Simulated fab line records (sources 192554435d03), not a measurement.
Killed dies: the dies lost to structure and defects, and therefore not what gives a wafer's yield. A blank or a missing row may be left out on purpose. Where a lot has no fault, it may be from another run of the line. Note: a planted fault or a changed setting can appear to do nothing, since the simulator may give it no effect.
fab line records -- flow n5-finfet
[record] lots = 4, wafers = 12, last-day = 18
route steps=1938 shown DUMMY_REMOVAL@379 HKMG_FIN@385 BEOL_M4@1111 PASSIVATION@1936
lots with no fault: from the same line, run without faults
start-h: start of the lot's first displayed wafer, in hours after the record's first day -- wait-h: hours since the lot's step before -- " repeats the value in the row above -- L1.1+2: several wafers, shown together as one row -- - no value, or no start given -- * or withheld: withheld -- < > ~ a bound
route shown NAME@n: a module of which the file shows steps, and the number in the route of the first -- usual: average and standard deviation across the fault-free wafers -- same: alike in all rows -- chamber/n: place in a boat -- sites: each site's reading -- _std_site: standard deviation of those values -- _edge_site: outer sites' mean less inner sites' -- radius-mm: for every site, how far away it sits from the centre of the wafer -- mask NAME#n: copy n -- behind: tool/chamber where the wafer was last shaped -- hold: why the lot was held/for how many hours/how that ended -- device: the transistor (n, p or np) that didn't switch -- end of line: the tests these same wafers got at the end of their route -- where a step has no rows: the recipe by itself -- killed: at the first sort, the dies lost to defects and structure; wafer yield is something else -- map: per-die view of a wafer (x killed, . not killed, _ where there is no die)
set.NAME: the setting the step ran with; set.NAME@STEP: the setting that earlier step ran with -- model.NAME: the simulator's own value behind a step, which no gauge read
lots at some steps of the route; a table a step, a row a wafer
services: the hour from which a tool's chamber was out of use, counted from the record's first day as start-h (under 0 if before that day), plus the number of hours and why
[[steps]]
[step N5_DUMMY_REMOVAL_PRECLEAN_07]
[recipe] chemistry = dHF, time-s = 30, temp-c = 25, dilution = withheld
[step N5_DUMMY_REMOVAL_DUMMY_REMOVE_02]
[recipe] chemistry = TMAH, temp-c = 70, target = poly-Si, stop-on = SiO2, target-depth-nm = 142, conc-wt-pct = 5, time-s = 57, dry = ipa-marangoni, rinse-time-s = 30, rinse-temp-c = 23
[step N5_DUMMY_REMOVAL_PRECLEAN_08]
[recipe] chemistry = NF3:NH3, afs-cycles = 2, temp-c = 30, time-s = 20, sublimation-temp-c = 180, sublimation-time-s = 60, pressure-torr = 3, rf-power-w = 30
[step N5_DUMMY_REMOVAL_PRECLEAN_04]
[recipe] chemistry = DHF, time-s = 37, temp-c = 25, dilution = 500:1
[step N5_DUMMY_REMOVAL_SRD_05]
[recipe] dry = ipa-marangoni, do-ppb = 5, time-s = 30, temp-c = 23, rinse-liquid = diw
[step N5_HKMG_FIN_IL_REGROW_00]
[recipe] material = SiO2, target-thk-a = 7.5, chemistry = O3, temp-c = withheld, time-s = 30
[step N5_HKMG_FIN_HK_ALD_01]
[recipe] material = HfO2, target-thk-a = 16, temp-c = withheld, ald-precursor-family = HfCl4, ald-co-reactant = H2O, pulse-time-s = 3, purge-time-s = 3, co-reactant-purge-time-s = 2.5, co-reactant-pulse-time-s = 0.3, ald-cycles = 30
[step N5_HKMG_FIN_HK_ANNEAL_02]
[recipe] temp-c = 700, time-s = 30, ambient = N2, idle-temp-c = 600, ramp-up-c-per-s = 150, ramp-down-c-per-s = 60, cool-to-c = 600
[step N5_HKMG_FIN_ALD_74]
[recipe] material = La2O3, target-thk-a = 5, temp-c = 250, ald-precursor-family = La-Cp, ald-co-reactant = O3, pulse-time-s = 6, co-reactant-pulse-time-s = 1, purge-time-s = 3, co-reactant-purge-time-s = 3
[step N5_HKMG_FIN_ALD_75]
[recipe] material = Al2O3, target-thk-a = 10, temp-c = 150, ald-precursor-family = TMA, ald-co-reactant = H2O, pulse-time-s = withheld, co-reactant-pulse-time-s = 1
[step N5_HKMG_FIN_COAT_41]
[recipe] resist = SOC, temp-c = 250, time-s = 60, spin-rpm = 1500, resist-thk-nm = 300
[step N5_HKMG_FIN_COAT_42]
[recipe] resist = SiARC, temp-c = 220, time-s = 60, spin-rpm = 1500, resist-thk-nm = 35
[usual] dispense-pressure-kPa = 56.2/1.7, spin-speed-rpm = 1499.9/1.1
lot.wafer,tool,chamber,start-h,wait-h,dispense-pressure-kPa,spin-speed-rpm,model.SiARC_of_HKMG_FIN_COAT_42.thk-nm
L291.2,litho-track-05,0,94.98,-,57.8,1499.8,35
L291.4,litho-track-05,0,94.98,-,57.8,1501.6,35
L291.5,litho-track-05,0,94.98,-,57.9,1501.5,34.8
L301.3,litho-track-03,0,156.11,-,56.4,1500.1,35
L301.4,litho-track-03,0,156.11,-,56.4,1498.4,35
L301.6,litho-track-03,0,156.11,-,56.5,1502.0,35.2
L308.2,litho-track-03,0,198.10,-,56.5,1687.0,33
L308.5,litho-track-03,0,198.10,-,56.5,1686.8,33.2
L308.6,litho-track-03,0,198.10,-,56.5,1688.2,33
L310.2,litho-track-03,0,209.04,-,56.5,1688.7,33
L310.3,litho-track-03,0,209.04,-,56.5,1688.2,33
L310.6,litho-track-03,0,209.04,-,56.5,1687.8,33
[step N5_HKMG_FIN_COAT_43]
[recipe] resist = CAR-ArF, spin-rpm = 1500, resist-thk-nm = 90
[step N5_HKMG_FIN_EBR_45]
[recipe] solvent = PGMEA, ebr-width-mm = 1.5
[step N5_HKMG_FIN_SOFTBAKE_44]
[recipe] temp-c = 110, time-s = 60, resist = CAR-ArF
[step N5_HKMG_FIN_EXPOSE_46]
[recipe] mask-id = NDIPOLE, na = 1.35, source-shape = conventional, sigma-outer = 0.8, polarization = unpolarized, dose-mj = 40
[step N5_HKMG_FIN_PEB_47]
[recipe] peb-temp-c = withheld, peb-time-s = 60, resist = CAR-ArF
[step N5_HKMG_FIN_DEVELOP_48]
[recipe] develop-time-s = 30, developer = TMAH, resist = CAR-ArF, rinse-liquid = diw, dry = air-spin, dev-temp-c = 23
[step N5_HKMG_FIN_DESCUM_53]
[recipe] chemistry = O2, time-s = 7.9, source-power-w = 50, bias-power-w = 20, pressure-mtorr = 20, rf-frequency-hz = 2.712e+07, temp-c = 40, resist = CAR-ArF, o2-flow-sccm = 225
[step N5_HKMG_FIN_ETCH_54]
[recipe] chemistry = CF4, target = SiARC, target-depth-a = 455, mask-material = CAR-ArF, time-s = 75.8, ion-energy-ev = 80, pressure-mtorr = 40, source-w = 545, bias-w = 36, Ar_flow_sccm = 100, cf4-flow-sccm = 100, ends = cleared
[usual] cf4-flow-sccm = 100.01/0.3, drypump-motor-current-A = 5.6/0.45, etch-rf-on-time-s = 75.4/1.3, oes-product-au = 0.65/0.053, rf-vpp-V = 184.3/0.97, showerhead-plenum-p-Torr = 2.17/0.057, throttle-valve-pct = 15.56/0.14
lot.wafer,tool,chamber,start-h,wait-h,cf4-flow-sccm,drypump-motor-current-A,etch-rf-on-time-s,oes-product-au,rf-hours-counter-h,rf-vpp-V,showerhead-plenum-p-Torr,throttle-valve-pct,model.etch.depth-nm,model.CAR-ArF_of_HKMG_FIN_COAT_43.thk-nm
L291.2,rie-diel-03,0,95.58,0.0,100.13,5.3,74.9,0.72,76,185.3,2.25,15.28,34.91,51
L291.4,rie-diel-03,3,95.58,0.0,99.55,5.9,75.0,0.59,221,185.0,2.21,15.69,34.91,50.8
L291.5,rie-diel-03,0,95.58,0.0,99.85,5.3,74.4,0.72,-,185.8,2.25,15.30,34.86,50.8
L301.3,rie-diel-03,2,156.47,0.0,100.29,5.2,74.7,0.67,158,183.7,2.14,15.47,35.07,50.6
L301.4,rie-diel-03,0,156.47,0.0,99.06,5.3,75.5,0.69,96,184.1,2.24,15.32,35.1,50.4
L301.6,rie-diel-03,3,156.47,0.0,99.92,5.9,76.0,0.58,-,185.0,2.21,15.73,35.12,50.6
L308.2,rie-diel-04,1,198.46,0.0,99.95,6.0,70.8,0.72,47,185.4,2.17,15.63,32.99,52.4
L308.5,rie-diel-04,3,198.46,0.0,99.94,5.9,71.3,0.62,-,183.8,2.20,15.64,33.12,52.2
L308.6,rie-diel-04,2,198.46,0.0,99.94,6.1,72.0,0.59,-,183.5,2.11,15.60,32.95,52.4
L310.2,rie-diel-04,2,209.53,0.0,99.61,6.1,71.9,0.59,250,184.2,2.11,15.60,33.1,52.4
L310.3,rie-diel-04,0,209.53,0.0,100.02,6.1,72.9,0.62,181,183.3,2.13,15.90,33.03,52.6
L310.6,rie-diel-04,0,209.53,0.0,99.80,6.1,72.7,0.63,-,184.7,2.13,15.88,33.03,52.8
[step N5_HKMG_FIN_ETCH_55]
[recipe] chemistry = N2/H2, target = SOC, target-depth-a = 2400, temp-c = 40, time-s = 300, ion-energy-ev = 200, mask-material = SiARC, pressure-mtorr = 30, source-w = 840, bias-w = 150, n2-flow-sccm = 200, h2-flow-sccm = 200
[usual] drypump-motor-current-A = 5.6/0.45, oes-product-au = 0.76/0.062, rf-vpp-V = 524.7/2.1, showerhead-plenum-p-Torr = 2.57/0.068, throttle-valve-pct = 17.74/0.19
lot.wafer,tool,chamber,start-h,wait-h,drypump-motor-current-A,oes-product-au,rf-hours-counter-h,rf-vpp-V,showerhead-plenum-p-Torr,throttle-valve-pct,model.SiARC_of_HKMG_FIN_COAT_42.thk-nm
L291.2,rie-diel-03,0,95.63,0.0,5.4,0.83,76,527.6,2.67,17.41,21.4
L291.4,rie-diel-03,3,95.63,0.0,5.9,0.69,221,526.9,2.62,17.87,21.8
L291.5,rie-diel-03,0,95.63,0.0,5.4,0.82,-,527.6,2.67,17.41,21.4
L301.3,rie-diel-03,2,156.52,0.0,5.2,0.78,159,523.2,2.52,17.55,21
L301.4,rie-diel-03,0,156.52,0.0,5.4,0.81,96,527.4,2.66,17.45,21.6
L301.6,rie-diel-03,3,156.52,0.0,5.9,0.67,-,524.6,2.61,17.89,22
L308.2,rie-diel-04,1,198.52,0.0,6.0,0.85,47,525.5,2.59,17.89,18.8
L308.5,rie-diel-04,3,198.52,0.0,5.9,0.71,-,526.2,2.61,17.79,19.2
L308.6,rie-diel-04,2,198.52,0.0,6.1,0.69,-,522.7,2.50,17.67,19
L310.2,rie-diel-04,2,209.59,0.0,6.1,0.69,250,522.6,2.50,17.67,19
L310.3,rie-diel-04,0,209.59,0.0,6.1,0.75,181,523.1,2.53,18.09,19.6
L310.6,rie-diel-04,0,209.59,0.0,6.1,0.74,-,522.6,2.53,18.09,19.6
[step N5_HKMG_FIN_STRIP_56]
[recipe] chemistry = N2/H2, temp-c = 40, n2-flow-sccm = 200, h2-flow-sccm = 200, rf-frequency-hz = 6e+07
[step N5_BEOL_M4_RC_MEAS_101]
[usual] DIBL_N = 36.2/1.7, DIBL_P = 36.2/2.2, IOFF_N = 0.16/0.035, IOFF_P = 0.21/0.042, ION_N = 673/13, ION_P = 462/7.9, SS_N = 71.4/0.59, SS_P = 73.2/0.7, VT_N = 250/3.6, VT_P = -251/3.5
lot.wafer,tool,chamber,start-h,wait-h,DIBL_N[mV/V],DIBL_P[mV/V],IOFF_N[nA/um],IOFF_P[nA/um],ION_N[uA/um],ION_P[uA/um],SS_N[mV/dec],SS_P[mV/dec],VT_N[mV],VT_P[mV]
L291.2,prober-02,0,178.33,0.2,35.6,35.1,0.16,0.21,672,465,70.8,73.2,249,-251
L291.4,prober-02,0,178.33,0.2,33.1,32.7,0.11,0.16,654,456,70.4,72.1,255,-253
L291.5,prober-02,0,178.33,0.2,35.7,36.2,0.16,0.23,674,462,71.2,73.7,247,-248
L301.3,prober-01,0,245.22,0.3,35.2,36.0,0.14,0.21,666,472,71.5,72.7,253,-250
L301.4,prober-01,0,245.22,0.3,35.0,37.0,0.14,0.23,663,470,71.2,73.3,250,-245
L301.6,prober-01,0,245.22,0.3,36.5,37.8,0.15,0.24,677,471,71.5,73.4,250,-246
L308.2,prober-01,0,302.35,0.2,37.6,36.4,0.15,0.23,666,464,71.0,72.8,252,-248
L308.5,prober-01,0,302.35,0.2,36.7,34.8,0.15,0.21,678,466,71.3,72.7,248,-251
L308.6,prober-01,0,302.35,0.2,36.3,34.9,0.13,0.20,673,466,71.0,73.6,252,-249
L310.2,prober-01,0,305.94,0.2,34.3,34.9,0.13,0.15,668,447,70.6,72.8,256,-258
L310.3,prober-01,0,305.94,0.2,37.6,38.2,0.20,0.19,685,456,72.2,74.1,248,-254
L310.6,prober-01,0,305.94,0.2,36.9,38.7,0.19,0.20,686,454,72.1,73.7,247,-256
[step N5_PASSIVATION_PROBE_49]
[usual] defect-limited-yield = 91.4/1.4, killed_at_M0_to_M3 = 31/10, killed_at_M4_up = 14/5.6, killed-at-contacts = 13/6.3, killed-at-front-end = 39/10, killed-at-other = 4/3.1, killed-dies = 101/16, killed-on-rim = 13/3.9, killed-open = 65/13, killed-short = 34/7.2, sort_bin_5_function = 5.1/0.88, sort_bin_6_memory = 3.2/0.66, sort-n-pass = 1079/16, sort-yield-pct = 91.4/1.4
[same] gross-dies = 1180, killed-at-back-side = 0, sort_bin_4_leakage[%] = 0, sort_bin_8_speed[%] = 0
lot.wafer,tool,chamber,start-h,wait-h,defect-limited-yield[%],killed_at_M0_to_M3,killed_at_M4_up,killed-at-contacts,killed-at-front-end,killed-at-other,killed-dies,killed-on-rim,killed-open,killed-short,sort_bin_5_function[%],sort_bin_6_memory[%],sort-n-pass,sort-yield-pct[%]
L310.2,prober-02,-,436.42,0.1,93.0,28,11,8,34,2,83,14,57,26,4.5,2.4,1097,93.0
L310.3,prober-02,-,436.47,0.1,91.9,34,8,11,41,2,96,10,67,29,4.4,3.5,1084,91.9
L310.6,prober-02,-,436.62,0.3,91.7,33,5,9,51,0,98,15,63,35,5.2,2.6,1082,91.7
// killed by level:class
L310.2 BEOL_M3:geometric-particle:open=11 FIN_SAQP:geometric-particle:open=7 BEOL_M4:geometric-particle:open=7 FIN_SAQP:geometric-particle:short=6 MOL_CONTACT_COAG:geometric-particle:open=5 STARTING-WAFER:geometric-particle:open=5 STI_FIN_REVEAL:geometric-particle:open=4 BEOL_M0_SAQP:geometric-particle:open=4
L310.3 FIN_SAQP:geometric-particle:open=11 BEOL_M3:geometric-particle:open=11 MOL_CONTACT_COAG:geometric-particle:open=10 FIN_SAQP:geometric-particle:short=9 STARTING-WAFER:geometric-particle:open=7 BEOL_M0_SAQP:geometric-particle:open=5 BEOL_M0:geometric-particle:open=5 ILD0:geometric-particle:short=4
L310.6 STI_FIN_REVEAL:geometric-particle:open=10 FIN_SAQP:geometric-particle:open=9 MOL_CONTACT_COAG:geometric-particle:open=8 FIN_SAQP:geometric-particle:short=7 BEOL_M1:geometric-particle:open=7 BEOL_M3:geometric-particle:open=6 BEOL_M0_SAQP:geometric-particle:open=5 BEOL_M0_SAQP:geometric-particle:short=5
[[services]]
tool,chamber,start-h,hours,kind
litho-track-05,-,133.47,-,consumable-replace:filter
litho-track-03,-,147.44,-,consumable-replace:filter
rie-diel-03,-,150.21,4.3,pm
rie-diel-04,1,161.52,5.3,repair
rie-diel-03,3,180.27,-,clean
rie-diel-03,3,180.27,-,consumable-replace:focus-ring
rie-diel-03,3,180.27,28.1,scheduled-down
rie-diel-03,3,180.27,28.1,vent-cycle
[[key]]
[first-sign] step = N5_HKMG_FIN_COAT_42, reading = spin-speed-rpm, direction = up, sigmas = 99+, usual = *, struck = *
[effect] step = N5_HKMG_FIN_ETCH_54, reading = etch-rf-on-time-s, direction = down, sigmas = 2.6, usual = *, struck = *
[model-effect] step = N5_HKMG_FIN_COAT_42, value = SiARC_of_HKMG_FIN_COAT_42.thk-nm, without = 35.07, struck = 33.03
[model-effect] step = N5_HKMG_FIN_ETCH_54, value = etch.depth-nm, without = 35.04, struck = 33.04
[model-effect] step = N5_HKMG_FIN_ETCH_55, value = SiARC_of_HKMG_FIN_COAT_42.thk-nm, without = 21.2, struck = 19.2
met-at N5_HKMG_FIN_COAT_42
struck-wafers L308.2,L308.5,L308.6,L310.2,L310.3,L310.6
onset-between 156.11 198.10
[fault] kind = process-parameter-drift, tool = litho-track-03, chamber = -, onset-h = 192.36, steps = N5_HKMG_FIN_COAT_42, channel = spin-rpm, offset = *, shape = step, end-h = 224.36, acts-in = *, stated = *
